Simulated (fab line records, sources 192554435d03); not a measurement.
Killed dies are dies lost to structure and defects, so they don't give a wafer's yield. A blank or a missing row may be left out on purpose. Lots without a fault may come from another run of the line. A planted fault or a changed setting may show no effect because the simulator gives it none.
Chamber matching | flow n5_finfet | N5_SDB_STRIP_21 on rie_diel-02: 4 sister chambers
The step strips in CF4. 20 wafers are shown with their chamber, then 10 later ones without.

WAFERS WITH THEIR CHAMBER
wafer  | chamber | drypump_motor_current_A (A) | throttle_valve_pct (%) | showerhead_plenum_p_Torr (Torr)
L075.2 | 2       | 5.38                        | 13.36                  | 1.75
L075.3 | 1       | 5.67                        | 13.93                  | 1.71
L075.5 | 3       | 5.40                        | 13.76                  | 1.79
L076.3 | 2       | 5.37                        | 13.37                  | 1.75
L076.5 | 3       | 5.43                        | 13.78                  | 1.79
L076.6 | 2       | 5.36                        | 13.37                  | 1.75
L077.1 | 3       | 5.39                        | 13.77                  | 1.79
L077.4 | 0       | 5.82                        | 13.60                  | 1.70
L077.5 | 1       | 5.67                        | 13.92                  | 1.71
L078.2 | 0       | 5.82                        | 13.61                  | 1.70
L078.5 | 1       | 5.66                        | 13.93                  | 1.71
L078.6 | 0       | 5.83                        | 13.59                  | 1.70
L080.2 | 1       | 5.69                        | 13.93                  | 1.70
L080.5 | 2       | 5.37                        | 13.41                  | 1.75
L080.6 | 1       | 5.67                        | 13.94                  | 1.70
L083.1 | 0       | 5.81                        | 13.62                  | 1.70
L083.3 | 1       | 5.67                        | 13.96                  | 1.70
L083.4 | 2       | 5.36                        | 13.40                  | 1.75
L088.2 | 0       | 5.78                        | 13.64                  | 1.69
L088.4 | 2       | 5.36                        | 13.42                  | 1.74

SIGNATURES (means of the wafers above)
reading                  | chamber 0 | chamber 1 | chamber 2 | chamber 3 | scatter within a chamber
drypump_motor_current_A  | 5.8120    | 5.6717    | 5.3667    | 5.4067    | 0.0141
throttle_valve_pct       | 13.6120   | 13.9350   | 13.3883   | 13.7700   | 0.0189
showerhead_plenum_p_Torr | 1.6980    | 1.7050    | 1.7483    | 1.7900    | 0.00443
Rule: a wafer's distance from a chamber is the root of the sum, over the readings, of the square of ((its reading less the chamber's mean) divided by the reading's scatter). The wafer belongs to the nearest chamber; if the next one is less than 2 further off, it can't be placed. The scatter: the root of (the sum of the squares of (reading less its chamber's mean) over the shown wafers, divided by (wafers less chambers)).

WAFERS WITHOUT THEIR CHAMBER
wafer  | drypump_motor_current_A (A) | throttle_valve_pct (%) | showerhead_plenum_p_Torr (Torr)
L088.6 | 5.38                        | 13.84                  | 1.79
L089.1 | 5.80                        | 13.66                  | 1.69
L089.2 | 5.39                        | 13.83                  | 1.79
L089.3 | 5.37                        | 13.43                  | 1.74
L090.1 | 5.43                        | 13.84                  | 1.78
L090.2 | 5.81                        | 13.65                  | 1.69
L090.3 | 5.37                        | 13.45                  | 1.74
L096.2 | 5.37                        | 13.48                  | 1.74
L096.3 | 5.82                        | 13.70                  | 1.69
L096.6 | 5.68                        | 13.40                  | 1.90

WHICH CHAMBER EACH WENT THROUGH
wafer  | from the rows above | in truth
L088.6 | 3                   | 3
L089.1 | 0                   | 0
L089.2 | 3                   | 3
L089.3 | 2                   | 2
L090.1 | 3                   | 3
L090.2 | 0                   | 0
L090.3 | 2                   | 2
L096.2 | 2                   | 2
L096.3 | 0                   | 0
L096.6 | 3                   | 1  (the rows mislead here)
Placed correctly: 9 of 10. Can't be placed from these rows: 0. Placed wrongly: 1.
